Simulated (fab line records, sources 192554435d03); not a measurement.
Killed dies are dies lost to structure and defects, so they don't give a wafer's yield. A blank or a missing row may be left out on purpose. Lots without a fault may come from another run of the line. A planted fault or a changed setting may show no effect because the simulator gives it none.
Chamber matching | flow n5_finfet | N5_GATE_CUT_CMP_43 on cmp-04: 4 sister chambers
The step polishes SiO2. 22 wafers are shown with their chamber, then 11 later ones without.

WAFERS WITH THEIR CHAMBER
wafer  | chamber | motor_current_A (A)
L075.1 | 3       | 12.8
L075.4 | 1       | 11.9
L075.6 | 2       | 13.4
L075.2 | 2       | 12.6
L075.3 | 0       | 11.0
L075.5 | 1       | 11.6
L077.2 | 2       | 12.1
L077.4 | 0       | 10.2
L077.5 | 0       | 10.4
L080.1 | 1       | 11.3
L080.2 | 3       | 13.7
L080.5 | 1       | 11.5
L081.2 | 2       | 13.1
L081.3 | 0       | 10.9
L081.4 | 1       | 12.2
L083.2 | 3       | 13.1
L083.3 | 2       | 12.8
L083.6 | 3       | 12.7
L087.3 | 2       | 12.7
L087.4 | 1       | 12.0
L087.6 | 1       | 12.0
L088.1 | 0       | 10.6

SIGNATURES (means of the wafers above)
reading         | chamber 0 | chamber 1 | chamber 2 | chamber 3 | scatter within a chamber
motor_current_A | 10.620    | 11.786    | 12.783    | 13.075    | 0.385
Rule: a wafer's distance from a chamber is the root of the sum, over the readings, of the square of ((its reading less the chamber's mean) divided by the reading's scatter). The wafer belongs to the nearest chamber; if the next one is less than 2 further off, it can't be placed. The scatter: the root of (the sum of the squares of (reading less its chamber's mean) over the shown wafers, divided by (wafers less chambers)).

WAFERS WITHOUT THEIR CHAMBER
wafer  | motor_current_A (A)
L088.4 | 12.4
L088.6 | 13.5
L089.1 | 11.5
L089.2 | 13.0
L089.4 | 12.8
L095.2 | 11.3
L095.4 | 13.8
L095.6 | 12.9
L097.2 | 13.4
L097.3 | 12.5
L097.5 | 9.9

WHICH CHAMBER EACH WENT THROUGH
wafer  | from the rows above          | in truth
L088.4 | can't be placed: 2 or 1 or 3 | 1
L088.6 | can't be placed: 3 or 2      | 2
L089.1 | can't be placed: 1 or 0      | 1
L089.2 | can't be placed: 3 or 2      | 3
L089.4 | can't be placed: 2 or 3      | 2
L095.2 | can't be placed: 1 or 0      | 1
L095.4 | can't be placed: 3 or 2      | 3
L095.6 | can't be placed: 2 or 3      | 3
L097.2 | can't be placed: 3 or 2      | 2
L097.3 | can't be placed: 2 or 3 or 1 | 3
L097.5 | 0                            | 0
Placed correctly: 1 of 11. Can't be placed from these rows: 10 (the true chamber is among the candidates in 10). Placed wrongly: 0.
